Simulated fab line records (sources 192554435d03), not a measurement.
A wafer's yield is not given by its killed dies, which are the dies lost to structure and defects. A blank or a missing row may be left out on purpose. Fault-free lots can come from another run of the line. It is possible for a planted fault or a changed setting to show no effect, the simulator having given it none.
Which of the tools did it? || flow n5 finfet || 9 lots with 27 wafers sampled at 8 steps, on a route of 1938 steps

## WHAT THE GAUGES READ, wafer by wafer
N5_FIN_SAQP_CD_MEAS_16: target cd 35.6 nm. Usual: cd nm at 35.70 nm, with a standard deviation of 0.27.
{"lot": "L617", "measured": "day 1 21:26", "on": "cd sem-03", "cd nm (nm)": "35.98 36.12 36.25", "flag": ""}
{"lot": "L619", "measured": "day 2 09:23", "on": "cd sem-01", "cd nm (nm)": "35.75 36.03 36.13", "flag": ""}
{"lot": "L621", "measured": "day 2 23:01", "on": "cd sem-03", "cd nm (nm)": "35.60 35.67 35.35", "flag": ""}
{"lot": "L622", "measured": "day 3 04:26", "on": "cd sem-03", "cd nm (nm)": "35.51 35.91 35.83", "flag": ""}
{"lot": "L623", "measured": "day 3 09:25", "on": "cd sem-01", "cd nm (nm)": "35.70 35.54 36.00", "flag": ""}
{"lot": "L630", "measured": "day 5 05:29", "on": "cd sem-01", "cd nm (nm)": "35.44 35.65 35.61", "flag": ""}
{"lot": "L631", "measured": "day 5 10:59", "on": "cd sem-02", "cd nm (nm)": "35.85 36.15 35.47", "flag": ""}
{"lot": "L638", "measured": "day 7 03:47", "on": "cd sem-01", "cd nm (nm)": "35.39 36.01 35.78", "flag": ""}
{"lot": "L640", "measured": "day 7 15:52", "on": "cd sem-01", "cd nm (nm)": "35.92 35.77 35.64", "flag": ""}

N5_FIN_SAQP_INSPECT_18: inspects for defects (brightfield). Usual: raw defect count at 417, with a standard deviation of 130.
{"lot": "L617", "measured": "day 1 21:30", "on": "defect inspect-02", "raw defect count": "176 296 340", "flag": ""}
{"lot": "L619", "measured": "day 2 09:26", "on": "defect inspect-02", "raw defect count": "300 420 338", "flag": ""}
{"lot": "L621", "measured": "day 2 23:04", "on": "defect inspect-02", "raw defect count": "600 334 305", "flag": ""}
{"lot": "L622", "measured": "day 3 04:29", "on": "defect inspect-02", "raw defect count": "481 362 363", "flag": ""}
{"lot": "L623", "measured": "day 3 09:29", "on": "defect inspect-01", "raw defect count": "356 330 392", "flag": ""}
{"lot": "L630", "measured": "day 5 05:33", "on": "defect inspect-02", "raw defect count": "400 276 534", "flag": ""}
{"lot": "L631", "measured": "day 5 11:03", "on": "defect inspect-01", "raw defect count": "249 319 374", "flag": ""}
{"lot": "L638", "measured": "day 7 03:50", "on": "defect inspect-02", "raw defect count": "1507 1429 1626", "flag": "OFF"}
{"lot": "L640", "measured": "day 7 15:55", "on": "defect inspect-01", "raw defect count": "1383 1355 1393", "flag": "OFF"}

N5_FIN_SAQP_INSPECT_40: inspects for defects (brightfield). Usual: raw defect count at 242, with a standard deviation of 74.
{"lot": "L617", "measured": "day 2 02:38", "on": "defect inspect-01", "raw defect count": "132 205 152", "flag": ""}
{"lot": "L619", "measured": "day 2 13:39", "on": "defect inspect-02", "raw defect count": "228 177 195", "flag": ""}
{"lot": "L621", "measured": "day 3 03:50", "on": "defect inspect-02", "raw defect count": "242 265 199", "flag": ""}
{"lot": "L622", "measured": "day 3 10:02", "on": "defect inspect-02", "raw defect count": "392 293 242", "flag": ""}
{"lot": "L623", "measured": "day 3 13:54", "on": "defect inspect-02", "raw defect count": "270 250 328", "flag": ""}
{"lot": "L630", "measured": "day 5 10:08", "on": "defect inspect-01", "raw defect count": "183 168 170", "flag": ""}
{"lot": "L631", "measured": "day 5 16:08", "on": "defect inspect-01", "raw defect count": "150 186 181", "flag": ""}
{"lot": "L638", "measured": "day 7 08:50", "on": "defect inspect-02", "raw defect count": "1250 1289 1307", "flag": "OFF"}
{"lot": "L640", "measured": "day 7 20:12", "on": "defect inspect-01", "raw defect count": "1344 1277 1186", "flag": "OFF"}

N5_FIN_CUT_INSPECT_10: inspects for defects (brightfield). Usual: raw defect count at 44, with a standard deviation of 11.
{"lot": "L617", "measured": "day 2 03:09", "on": "defect inspect-01", "raw defect count": "28 36 26", "flag": ""}
{"lot": "L619", "measured": "day 2 14:02", "on": "defect inspect-01", "raw defect count": "41 31 35", "flag": ""}
{"lot": "L621", "measured": "day 3 04:14", "on": "defect inspect-02", "raw defect count": "27 40 40", "flag": ""}
{"lot": "L622", "measured": "day 3 10:33", "on": "defect inspect-02", "raw defect count": "67 50 42", "flag": ""}
{"lot": "L623", "measured": "day 3 14:26", "on": "defect inspect-01", "raw defect count": "42 39 54", "flag": ""}
{"lot": "L630", "measured": "day 5 10:39", "on": "defect inspect-02", "raw defect count": "38 29 34", "flag": ""}
{"lot": "L631", "measured": "day 5 16:41", "on": "defect inspect-01", "raw defect count": "28 42 33", "flag": ""}
{"lot": "L638", "measured": "day 7 09:13", "on": "defect inspect-01", "raw defect count": "1073 1089 1069", "flag": "OFF"}
{"lot": "L640", "measured": "day 7 20:35", "on": "defect inspect-02", "raw defect count": "1144 1030 1075", "flag": "OFF"}

N5_BEOL_M4_RC_MEAS_101. Usual: DIBL_N 36.3 mV/V, standard deviation 1; DIBL_P 36.2 mV/V, standard deviation 1.4; IOFF_N 0.157 nA/um, standard deviation 0.021; IOFF_P 0.206 nA/um, standard deviation 0.025; ION_N 673 uA/um, standard deviation 9; ION_P 461 uA/um, standard deviation 6.4; SS_N 71.5 mV/dec, standard deviation 0.5; SS_P 73.2 mV/dec, standard deviation 0.47; VT_N 249.9 mV, standard deviation 2.4; VT_P -250.6 mV, standard deviation 2.9.
{"lot": "L617", "measured": "day 8 00:16", "on": "prober-01", "DIBL_N (mV/V)": "35.0 35.3 35.6", "DIBL_P (mV/V)": "35.5 34.7 35.7", "IOFF_N (nA/um)": "0.131 0.128 0.131", "IOFF_P (nA/um)": "0.174 0.170 0.179", "ION_N (uA/um)": "674 664 665", "ION_P (uA/um)": "456 452 456", "SS_N (mV/dec)": "71.2 71.7 70.8", "SS_P (mV/dec)": "72.7 73.0 72.5", "VT_N (mV)": "252.7 252.4 254.0", "VT_P (mV)": "-254.4 -255.1 -254.1", "flag": ""}
{"lot": "L619", "measured": "day 8 10:10", "on": "prober-02", "DIBL_N (mV/V)": "36.3 35.5 37.9", "DIBL_P (mV/V)": "36.9 36.1 38.2", "IOFF_N (nA/um)": "0.150 0.134 0.171", "IOFF_P (nA/um)": "0.209 0.194 0.225", "ION_N (uA/um)": "659 657 669", "ION_P (uA/um)": "457 452 461", "SS_N (mV/dec)": "71.7 71.6 72.7", "SS_P (mV/dec)": "72.9 73.6 74.3", "VT_N (mV)": "252.3 255.2 250.0", "VT_P (mV)": "-251.1 -251.2 -252.0", "flag": ""}
{"lot": "L621", "measured": "day 9 11:14", "on": "prober-01", "DIBL_N (mV/V)": "35.1 36.8 36.6", "DIBL_P (mV/V)": "35.5 37.4 37.1", "IOFF_N (nA/um)": "0.132 0.159 0.158", "IOFF_P (nA/um)": "0.191 0.221 0.216", "ION_N (uA/um)": "675 679 679", "ION_P (uA/um)": "465 471 464", "SS_N (mV/dec)": "70.5 71.0 71.9", "SS_P (mV/dec)": "72.7 73.3 72.9", "VT_N (mV)": "252.1 246.7 248.5", "VT_P (mV)": "-252.4 -248.8 -251.5", "flag": ""}
{"lot": "L622", "measured": "day 9 07:38", "on": "prober-02", "DIBL_N (mV/V)": "36.7 35.1 35.3", "DIBL_P (mV/V)": "37.4 36.1 36.2", "IOFF_N (nA/um)": "0.170 0.145 0.144", "IOFF_P (nA/um)": "0.224 0.196 0.196", "ION_N (uA/um)": "669 665 661", "ION_P (uA/um)": "464 456 458", "SS_N (mV/dec)": "72.4 71.5 70.9", "SS_P (mV/dec)": "73.5 73.2 73.4", "VT_N (mV)": "247.3 251.9 251.8", "VT_P (mV)": "-249.1 -252.0 -252.4", "flag": ""}
{"lot": "L623", "measured": "day 9 09:32", "on": "prober-01", "DIBL_N (mV/V)": "37.5 39.5 38.3", "DIBL_P (mV/V)": "35.9 38.7 37.6", "IOFF_N (nA/um)": "0.151 0.202 0.181", "IOFF_P (nA/um)": "0.199 0.242 0.226", "ION_N (uA/um)": "668 686 686", "ION_P (uA/um)": "464 467 469", "SS_N (mV/dec)": "71.5 72.3 71.5", "SS_P (mV/dec)": "73.9 73.3 73.5", "VT_N (mV)": "250.2 246.9 250.7", "VT_P (mV)": "-249.6 -247.3 -250.6", "flag": ""}
{"lot": "L630", "measured": "day 11 07:20", "on": "prober-01", "DIBL_N (mV/V)": "35.0 35.3 36.3", "DIBL_P (mV/V)": "34.8 35.0 36.4", "IOFF_N (nA/um)": "0.146 0.152 0.173", "IOFF_P (nA/um)": "0.197 0.201 0.220", "ION_N (uA/um)": "674 661 677", "ION_P (uA/um)": "465 454 459", "SS_N (mV/dec)": "71.1 71.4 71.4", "SS_P (mV/dec)": "72.9 73.1 72.9", "VT_N (mV)": "250.0 254.8 247.7", "VT_P (mV)": "-252.0 -248.4 -250.4", "flag": ""}
{"lot": "L631", "measured": "day 11 11:57", "on": "prober-01", "DIBL_N (mV/V)": "36.6 36.8 36.1", "DIBL_P (mV/V)": "36.7 36.7 34.8", "IOFF_N (nA/um)": "0.187 0.202 0.169", "IOFF_P (nA/um)": "0.259 0.271 0.233", "ION_N (uA/um)": "685 687 682", "ION_P (uA/um)": "470 475 471", "SS_N (mV/dec)": "71.7 71.7 71.1", "SS_P (mV/dec)": "73.0 72.9 72.7", "VT_N (mV)": "247.2 243.5 247.3", "VT_P (mV)": "-244.2 -244.8 -248.5", "flag": ""}
{"lot": "L638", "measured": "day 13 01:10", "on": "prober-01", "DIBL_N (mV/V)": "35.8 36.5 35.6", "DIBL_P (mV/V)": "34.6 34.8 34.3", "IOFF_N (nA/um)": "0.141 0.147 0.142", "IOFF_P (nA/um)": "0.206 0.210 0.208", "ION_N (uA/um)": "679 665 681", "ION_P (uA/um)": "470 463 472", "SS_N (mV/dec)": "71.0 71.5 71.0", "SS_P (mV/dec)": "73.2 72.5 72.6", "VT_N (mV)": "250.3 248.9 250.8", "VT_P (mV)": "-247.9 -246.2 -247.9", "flag": ""}
{"lot": "L640", "measured": "day 13 18:34", "on": "prober-02", "DIBL_N (mV/V)": "36.6 37.6 36.7", "DIBL_P (mV/V)": "39.0 40.5 38.5", "IOFF_N (nA/um)": "0.183 0.208 0.187", "IOFF_P (nA/um)": "0.210 0.230 0.207", "ION_N (uA/um)": "688 697 686", "ION_P (uA/um)": "469 462 462", "SS_N (mV/dec)": "71.7 71.7 72.0", "SS_P (mV/dec)": "73.4 73.7 73.4", "VT_N (mV)": "246.7 247.3 246.2", "VT_P (mV)": "-247.7 -248.8 -249.5", "flag": ""}

## WHICH TOOL RAN EACH LOT (tool, then ch and the chambers of the sampled wafers, then the start)
{"lot": "L617", "N5_PMOS_HMC_CHANNEL_EPI_CMP_21": "cmp-04 ch 0,3, day 1 19:06", "N5_FIN_SAQP_PRECLEAN_42": "wet bench-05 ch 0,6,7, day 1 20:01", "N5_FIN_SAQP_SPACER1_ALD_24": "ald sin-02 ch 0,1, day 1 22:56"}
{"lot": "L619", "N5_PMOS_HMC_CHANNEL_EPI_CMP_21": "cmp-02 ch 1,2,3, day 2 07:21", "N5_FIN_SAQP_PRECLEAN_42": "wet bench-03 ch 1,4,6, day 2 08:07", "N5_FIN_SAQP_SPACER1_ALD_24": "ald sin-02 ch 0,1,2, day 2 10:35"}
{"lot": "L621", "N5_PMOS_HMC_CHANNEL_EPI_CMP_21": "cmp-03 ch 1,2,3, day 2 20:46", "N5_FIN_SAQP_PRECLEAN_42": "wet bench-03 ch 0,3,6, day 2 21:38", "N5_FIN_SAQP_SPACER1_ALD_24": "ald sin-04 ch 2,3, day 3 00:16"}
{"lot": "L622", "N5_PMOS_HMC_CHANNEL_EPI_CMP_21": "cmp-02 ch 0,2,3, day 3 02:16", "N5_FIN_SAQP_PRECLEAN_42": "wet bench-02 ch 0,1,2, day 3 03:05", "N5_FIN_SAQP_SPACER1_ALD_24": "ald sin-04 ch 0,1,2, day 3 06:34"}
{"lot": "L623", "N5_PMOS_HMC_CHANNEL_EPI_CMP_21": "cmp-04 ch 0,1,3, day 3 07:17", "N5_FIN_SAQP_PRECLEAN_42": "wet bench-02 ch 2,3,5, day 3 08:07", "N5_FIN_SAQP_SPACER1_ALD_24": "ald sin-02 ch 0,1,3, day 3 10:52"}
{"lot": "L630", "N5_PMOS_HMC_CHANNEL_EPI_CMP_21": "cmp-04 ch 1,2, day 5 01:58", "N5_FIN_SAQP_PRECLEAN_42": "wet bench-05 ch 1,2,7, day 5 02:58", "N5_FIN_SAQP_SPACER1_ALD_24": "ald sin-03 ch 1,2, day 5 06:55"}
{"lot": "L631", "N5_PMOS_HMC_CHANNEL_EPI_CMP_21": "cmp-04 ch 1,3, day 5 08:20", "N5_FIN_SAQP_PRECLEAN_42": "wet bench-05 ch 3,4,6, day 5 09:12", "N5_FIN_SAQP_SPACER1_ALD_24": "ald sin-03 ch 1,2, day 5 12:34"}
{"lot": "L638", "N5_PMOS_HMC_CHANNEL_EPI_CMP_21": "cmp-04 ch 1,2,3, day 7 01:41", "N5_FIN_SAQP_PRECLEAN_42": "wet bench-05 ch 1,3,4, day 7 02:29", "N5_FIN_SAQP_SPACER1_ALD_24": "ald sin-03 ch 0,1,3, day 7 05:35"}
{"lot": "L640", "N5_PMOS_HMC_CHANNEL_EPI_CMP_21": "cmp-02 ch 0,3, day 7 13:09", "N5_FIN_SAQP_PRECLEAN_42": "wet bench-05 ch 1,2,7, day 7 14:04", "N5_FIN_SAQP_SPACER1_ALD_24": "ald sin-04 ch 0,2,3, day 7 17:05"}
- N5_PMOS_HMC_CHANNEL_EPI_CMP_21: polishes SiGe30, target thk 54 nm.
- N5_FIN_SAQP_PRECLEAN_42: cleans in O3/DIW, time 60 s.
- N5_FIN_SAQP_SPACER1_ALD_24: deposits SiO2, target thk 20.3 nm, pulse time 1 s, purge time 2 s.

## WHAT THE TOOLS THEMSELVES READ (means of the sampled wafers that have a number; where no wafer has one, the mark that the record gives instead)
N5_PMOS_HMC_CHANNEL_EPI_CMP_21. Usual: motor current A 12.4 A, standard deviation 1.4; pad life wafers 708, standard deviation 360.
{"lot": "L617", "tool": "cmp-04", "motor current A (A)": 12.3, "pad life wafers": 0, "flag": ""}
{"lot": "L619", "tool": "cmp-02", "motor current A (A)": 11.7, "pad life wafers": 530, "flag": ""}
{"lot": "L621", "tool": "cmp-03", "motor current A (A)": 12.5, "pad life wafers": 314, "flag": ""}
{"lot": "L622", "tool": "cmp-02", "motor current A (A)": 11.5, "pad life wafers": 655, "flag": ""}
{"lot": "L623", "tool": "cmp-04", "motor current A (A)": 13.6, "pad life wafers": 302, "flag": ""}
{"lot": "L630", "tool": "cmp-04", "motor current A (A)": 14.3, "pad life wafers": 595, "flag": ""}
{"lot": "L631", "tool": "cmp-04", "motor current A (A)": 13.9, "pad life wafers": 638, "flag": ""}
{"lot": "L638", "tool": "cmp-04", "motor current A (A)": 13.7, "pad life wafers": 950, "flag": ""}
{"lot": "L640", "tool": "cmp-02", "motor current A (A)": 12.1, "pad life wafers": 1418, "flag": ""}

N5_FIN_SAQP_SPACER1_ALD_24. Usual: heater power w 447 W, standard deviation 52; precursor pulse height rel 1.003, standard deviation 0.019; susceptor temp C 299.98 C, standard deviation 0.2.
{"lot": "L617", "tool": "ald sin-02", "heater power w (W)": 450, "precursor pulse height rel": 1.004, "susceptor temp C (C)": 300.13, "flag": ""}
{"lot": "L619", "tool": "ald sin-02", "heater power w (W)": 470, "precursor pulse height rel": 0.989, "susceptor temp C (C)": 300.00, "flag": ""}
{"lot": "L621", "tool": "ald sin-04", "heater power w (W)": 407, "precursor pulse height rel": 1.006, "susceptor temp C (C)": 299.82, "flag": ""}
{"lot": "L622", "tool": "ald sin-04", "heater power w (W)": 454, "precursor pulse height rel": 0.993, "susceptor temp C (C)": 299.85, "flag": ""}
{"lot": "L623", "tool": "ald sin-02", "heater power w (W)": 468, "precursor pulse height rel": 1.001, "susceptor temp C (C)": 300.05, "flag": ""}
{"lot": "L630", "tool": "ald sin-03", "heater power w (W)": 419, "precursor pulse height rel": 0.997, "susceptor temp C (C)": 300.04, "flag": ""}
{"lot": "L631", "tool": "ald sin-03", "heater power w (W)": 425, "precursor pulse height rel": 1.018, "susceptor temp C (C)": 299.84, "flag": ""}
{"lot": "L638", "tool": "ald sin-03", "heater power w (W)": 453, "precursor pulse height rel": 1.007, "susceptor temp C (C)": 299.98, "flag": ""}
{"lot": "L640", "tool": "ald sin-04", "heater power w (W)": 434, "precursor pulse height rel": 1.008, "susceptor temp C (C)": 299.83, "flag": ""}

## THE ANSWER, worked out from the rows above alone
Rule: lot off if the mean of its wafers having a number is beyond 3 standard deviations from the usual mean. A lot without any number at a reading at which 4 lots or more have one is off too. Any other lot the step has rows for is counted as sound. First the gauges in route order, then the tools' own readings, where a lot's mean is used as printed above. The first step at which some lot is off is used, and at that step the reading that is off furthest; a lot without a number counts as furthest.
Off: L638, L640, at N5_FIN_SAQP_INSPECT_18 (raw defect count).
If a tool, at a process step before that reading, ran all the lots that are off and no sound lot after the first of them, it fits. The gauges at N5_FIN_SAQP_INSPECT_18 are tried like those tools. One fits: N5_FIN_SAQP_PRECLEAN_42 on wet bench-05. Its last sound lot is L631 (day 5 09:12), its first lot that is off L638 (day 7 02:29): a fault that began between those two fits.

## WHAT THE SIMULATOR HAD PUT IN
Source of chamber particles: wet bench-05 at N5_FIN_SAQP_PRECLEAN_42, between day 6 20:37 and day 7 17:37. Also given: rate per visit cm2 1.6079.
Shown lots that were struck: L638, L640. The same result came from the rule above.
